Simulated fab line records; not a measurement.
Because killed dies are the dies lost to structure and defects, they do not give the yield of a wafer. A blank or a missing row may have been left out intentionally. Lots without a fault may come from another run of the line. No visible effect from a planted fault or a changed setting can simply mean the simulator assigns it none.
Which tool did it? + flow n5 finfet + 72 wafers from 24 lots sampled at 4 of the route's 1938 steps

== WHAT THE GAUGES READ, wafer by wafer ==
N5_BEOL_M15_INSPECT_55: inspects for defects (darkfield). Usual: 67 for raw defect count, sd 24.
| lot  | measured     | on                | raw defect count | flag |
|------|--------------|-------------------|------------------|------|
| L074 | day 11 10:22 | defect inspect-02 | 112 61 63        |      |
| L075 | day 11 12:07 | defect inspect-02 | 82 93 78         |      |
| L076 | day 12 06:35 | defect inspect-02 | 85 72 58         |      |
| L077 | day 12 07:11 | defect inspect-01 | 65 96 57         |      |
| L078 | day 12 12:50 | defect inspect-01 | 59 59 46         |      |
| L081 | day 13 04:43 | defect inspect-02 | 91 60 100        |      |
| L079 | day 13 06:11 | defect inspect-02 | 66 71 88         |      |
| L080 | day 13 11:28 | defect inspect-02 | 72 70 81         |      |
| L082 | day 13 18:59 | defect inspect-01 | 107 147 130      |      |
| L083 | day 14 08:34 | defect inspect-01 | 57 42 67         |      |
| L084 | day 14 11:55 | defect inspect-02 | 49 68 69         |      |
| L085 | day 14 22:19 | defect inspect-01 | 40 42 30         |      |
| L086 | day 14 22:37 | defect inspect-01 | 123 35 76        |      |
| L088 | day 15 01:02 | defect inspect-02 | 53 56 46         |      |
| L087 | day 15 06:28 | defect inspect-02 | 54 61 96         |      |
| L089 | day 15 10:05 | defect inspect-01 | 36 51 58         |      |
| L091 | day 15 15:25 | defect inspect-01 | 48 74 63         |      |
| L090 | day 15 21:59 | defect inspect-01 | 45 43 60         |      |
| L093 | day 16 14:53 | defect inspect-01 | 37 85 59         |      |
| L092 | day 16 20:35 | defect inspect-02 | 66 55 155        |      |
| L095 | day 17 01:40 | defect inspect-01 | 70 67 41         |      |
| L094 | day 17 01:52 | defect inspect-01 | 57 81 94         |      |
| L097 | day 17 02:05 | defect inspect-02 | 95 85 68         |      |
| L096 | day 17 02:23 | defect inspect-02 | 74 43 97         |      |

== WHICH TOOL RAN EACH LOT (tool, then ch and the chambers of the sampled wafers, then the start) ==
| lot  | N5_BEOL_M15_STRIP_62                          | N5_BEOL_M15_DEGAS_41         | N5_BEOL_M15_ANNEAL_48            |
|------|-----------------------------------------------|------------------------------|----------------------------------|
| L074 | rie diel-02 ch 2,3, day 11 08:59 or earlier   | pvd sputter-01, day 11 08:59 | rtp anneal-01 ch 0, day 11 09:39 |
| L075 | rie diel-05 ch 1,2, day 11 10:43 or earlier   | pvd sputter-03, day 11 10:43 | rtp anneal-02 ch 0, day 11 11:28 |
| L076 | rie diel-04 ch 0,2,3, day 12 05:14 or earlier | pvd sputter-03, day 12 05:14 | rtp anneal-01 ch 0, day 12 05:55 |
| L077 | rie diel-05 ch 1,2,3, day 12 05:33 or earlier | pvd sputter-03, day 12 05:33 | rtp anneal-02 ch 0, day 12 06:27 |
| L078 | rie diel-02 ch 1,2, day 12 11:16 or earlier   | pvd sputter-03, day 12 11:16 | rtp anneal-02 ch 0, day 12 12:05 |
| L081 | rie diel-05 ch 0,2,3, day 13 03:11 or earlier | pvd sputter-02, day 13 03:11 | rtp anneal-01 ch 0, day 13 03:58 |
| L079 | rie diel-02 ch 1,2, day 13 03:30 or earlier   | pvd sputter-01, day 13 03:30 | rtp anneal-02 ch 0, day 13 05:26 |
| L080 | rie diel-04 ch 0,1,2, day 13 10:06 or earlier | pvd sputter-03, day 13 10:06 | rtp anneal-01 ch 0, day 13 10:41 |
| L082 | rie diel-05 ch 0,1,2, day 13 17:22 or earlier | pvd sputter-01, day 13 17:22 | rtp anneal-02 ch 0, day 13 18:04 |
| L083 | rie diel-04 ch 2,3, day 14 06:48 or earlier   | pvd sputter-01, day 14 06:48 | rtp anneal-02 ch 0, day 14 07:55 |
| L084 | rie diel-05 ch 1,2, day 14 10:34 or earlier   | pvd sputter-02, day 14 10:34 | rtp anneal-02 ch 0, day 14 11:15 |
| L085 | rie diel-04 ch 0,1,3, day 14 19:43 or earlier | pvd sputter-01, day 14 19:43 | rtp anneal-01 ch 0, day 14 21:28 |
| L086 | rie diel-04 ch 1,3, day 14 21:04 or earlier   | pvd sputter-01, day 14 21:04 | rtp anneal-02 ch 0, day 14 21:55 |
| L088 | rie diel-04 ch 0,1,3, day 14 23:41 or earlier | pvd sputter-02, day 14 23:41 | rtp anneal-02 ch 0, day 15 00:22 |
| L087 | rie diel-04 ch 0,2,3, day 15 05:05 or earlier | pvd sputter-01, day 15 05:05 | rtp anneal-02 ch 0, day 15 05:44 |
| L089 | rie diel-05 ch 0,1,3, day 15 08:31 or earlier | pvd sputter-03, day 15 08:31 | rtp anneal-01 ch 0, day 15 09:26 |
| L091 | rie diel-05 ch 0,2,3, day 15 13:58 or earlier | pvd sputter-01, day 15 13:58 | rtp anneal-01 ch 0, day 15 14:40 |
| L090 | rie diel-05 ch 0,1, day 15 20:38 or earlier   | pvd sputter-01, day 15 20:38 | rtp anneal-01 ch 0, day 15 21:20 |
| L093 | rie diel-05 ch 1,2,3, day 16 13:25 or earlier | pvd sputter-02, day 16 13:25 | rtp anneal-02 ch 0, day 16 14:01 |
| L092 | rie diel-04 ch 0,1,3, day 16 19:15 or earlier | pvd sputter-02, day 16 19:15 | rtp anneal-01 ch 0, day 16 19:51 |
| L095 | rie diel-05 ch 1,2,3, day 17 00:16 or earlier | pvd sputter-01, day 17 00:16 | rtp anneal-01 ch 0, day 17 00:55 |
| L094 | rie diel-02 ch 1,3, day 17 00:16 or earlier   | pvd sputter-02, day 17 00:16 | rtp anneal-02 ch 0, day 17 01:07 |
| L097 | rie diel-05 ch 0,2, day 17 00:35 or earlier   | pvd sputter-01, day 17 00:35 | rtp anneal-02 ch 0, day 17 01:21 |
| L096 | rie diel-02 ch 0,2,3, day 17 00:37 or earlier | pvd sputter-03, day 17 00:37 | rtp anneal-02 ch 0, day 17 01:40 |
- N5_BEOL_M15_STRIP_62: strips in O2.
- N5_BEOL_M15_DEGAS_41: time 60 s.
- N5_BEOL_M15_ANNEAL_48: time 90 s.

== AS READ BY THE TOOLS THEMSELVES (means over the sampled wafers that have a number; for cases with no such wafer, the mark the record gives instead) ==
N5_BEOL_M15_STRIP_62. Usual: drypump motor current A 5.7 A, standard deviation 0.42; oes product au 0.78 a.u., standard deviation 0.074; rf vpp V 3.6 V, standard deviation 0.46; showerhead plenum p Torr 2.09 Torr, standard deviation 0.056; throttle valve pct 16.76 %, standard deviation 0.26.
| lot  | tool        | drypump motor current A (A) | oes product au (a.u.) | rf vpp V (V) | showerhead plenum p Torr (Torr) | throttle valve pct (%) | flag |
|------|-------------|-----------------------------|-----------------------|--------------|---------------------------------|------------------------|------|
| L074 | rie diel-02 | 5.9                         | 0.70                  | 3.3          | 2.08                            | 17.06                  |      |
| L075 | rie diel-05 | 5.9                         | 0.81                  | 3.7          | 2.05                            | 16.50                  |      |
| L076 | rie diel-04 | 5.4                         | 0.84                  | 3.7          | 2.10                            | 16.51                  |      |
| L077 | rie diel-05 | 5.8                         | 0.78                  | 3.6          | 2.09                            | 16.72                  |      |
| L078 | rie diel-02 | 6.1                         | 0.82                  | 3.6          | 2.14                            | 16.87                  |      |
| L081 | rie diel-05 | 5.5                         | 0.75                  | 3.8          | 2.11                            | 16.93                  |      |
| L079 | rie diel-02 | 6.1                         | 0.80                  | 3.7          | 2.13                            | 16.88                  |      |
| L080 | rie diel-04 | 5.7                         | 0.83                  | 3.8          | 2.09                            | 16.59                  |      |
| L082 | rie diel-05 | 5.6                         | 0.78                  | 3.7          | 2.07                            | 16.74                  |      |
| L083 | rie diel-04 | 5.4                         | 0.85                  | 3.7          | 2.13                            | 16.49                  |      |
| L084 | rie diel-05 | 5.8                         | 0.79                  | 3.6          | 2.04                            | 16.52                  |      |
| L085 | rie diel-04 | 5.7                         | 0.80                  | 3.6          | 2.09                            | 16.70                  |      |
| L086 | rie diel-04 | 6.1                         | 0.83                  | 3.4          | 2.12                            | 16.71                  |      |
| L088 | rie diel-04 | 5.7                         | 0.81                  | 3.6          | 2.09                            | 16.70                  |      |
| L087 | rie diel-04 | 5.4                         | 0.81                  | 3.6          | 2.09                            | 16.57                  |      |
| L089 | rie diel-05 | 5.5                         | 0.75                  | 4.1          | 2.07                            | 16.83                  |      |
| L091 | rie diel-05 | 5.6                         | 0.74                  | 3.6          | 2.10                            | 16.97                  |      |
| L090 | rie diel-05 | 5.5                         | 0.78                  | 3.7          | 2.03                            | 16.63                  |      |
| L093 | rie diel-05 | 5.8                         | 0.74                  | 3.4          | 2.08                            | 16.77                  |      |
| L092 | rie diel-04 | 5.7                         | 0.79                  | 3.3          | 2.08                            | 16.73                  |      |
| L095 | rie diel-05 | 5.8                         | 0.74                  | 3.7          | 2.08                            | 16.77                  |      |
| L094 | rie diel-02 | 5.9                         | 0.92                  | 4.0          | 2.11                            | 16.66                  |      |
| L097 | rie diel-05 | 5.6                         | 0.73                  | 3.9          | 2.09                            | 16.93                  |      |
| L096 | rie diel-02 | 5.9                         | 0.83                  | 3.5          | 2.08                            | 16.80                  |      |

N5_BEOL_M15_DEGAS_41. Usual: 469 W for heater power w, sd 44.
| lot  | tool           | heater power w (W) | flag |
|------|----------------|--------------------|------|
| L074 | pvd sputter-01 | 479                |      |
| L075 | pvd sputter-03 | 518                |      |
| L076 | pvd sputter-03 | 396                |      |
| L077 | pvd sputter-03 | 430                |      |
| L078 | pvd sputter-03 | 481                |      |
| L081 | pvd sputter-02 | 478                |      |
| L079 | pvd sputter-01 | 458                |      |
| L080 | pvd sputter-03 | 490                |      |
| L082 | pvd sputter-01 | 468                |      |
| L083 | pvd sputter-01 | 458                |      |
| L084 | pvd sputter-02 | 476                |      |
| L085 | pvd sputter-01 | 445                |      |
| L086 | pvd sputter-01 | 469                |      |
| L088 | pvd sputter-02 | 490                |      |
| L087 | pvd sputter-01 | 463                |      |
| L089 | pvd sputter-03 | 472                |      |
| L091 | pvd sputter-01 | 449                |      |
| L090 | pvd sputter-01 | 480                |      |
| L093 | pvd sputter-02 | 495                |      |
| L092 | pvd sputter-02 | 489                |      |
| L095 | pvd sputter-01 | 452                |      |
| L094 | pvd sputter-02 | 476                |      |
| L097 | pvd sputter-01 | 445                |      |
| L096 | pvd sputter-03 | 495                |      |

N5_BEOL_M15_ANNEAL_48. Usual: 226.7 for wafer_temp_C_max, sd 0.39.
| lot  | tool          | wafer_temp_C_max | flag |
|------|---------------|------------------|------|
| L074 | rtp anneal-01 | 226.5            |      |
| L075 | rtp anneal-02 | 226.9            |      |
| L076 | rtp anneal-01 | 226.8            |      |
| L077 | rtp anneal-02 | 227.1            |      |
| L078 | rtp anneal-02 | 226.9            |      |
| L081 | rtp anneal-01 | 226.6            |      |
| L079 | rtp anneal-02 | 227.0            |      |
| L080 | rtp anneal-01 | 226.5            |      |
| L082 | rtp anneal-02 | 226.6            |      |
| L083 | rtp anneal-02 | 226.8            |      |
| L084 | rtp anneal-02 | 226.9            |      |
| L085 | rtp anneal-01 | 226.6            |      |
| L086 | rtp anneal-02 | 226.8            |      |
| L088 | rtp anneal-02 | 227.6            |      |
| L087 | rtp anneal-02 | 227.0            |      |
| L089 | rtp anneal-01 | 226.5            |      |
| L091 | rtp anneal-01 | 226.4            |      |
| L090 | rtp anneal-01 | 226.8            |      |
| L093 | rtp anneal-02 | 226.2            |      |
| L092 | rtp anneal-01 | 226.9            |      |
| L095 | rtp anneal-01 | 226.5            |      |
| L094 | rtp anneal-02 | 226.8            |      |
| L097 | rtp anneal-02 | 226.5            |      |
| L096 | rtp anneal-02 | 226.6            |      |

== THE ANSWER, worked out from the rows above alone ==
Rule: take the mean of a lot's wafers that have a number; if it is more than 3 standard deviations from the usual mean, the lot is off. Also off: a lot with no number at a reading for which 4 or more lots have one. The other lots that the step has rows for count as sound. After the gauges, taken in route order, come the tools' own readings; for these a lot's mean is taken, as printed above. The first step at which some lot is off is used, and at that step the reading that is off furthest; a lot without a number counts as furthest.
Across all readings shown, no lot is off: no conclusion can be drawn from this.

== WHAT THE SIMULATOR HAD PUT IN ==
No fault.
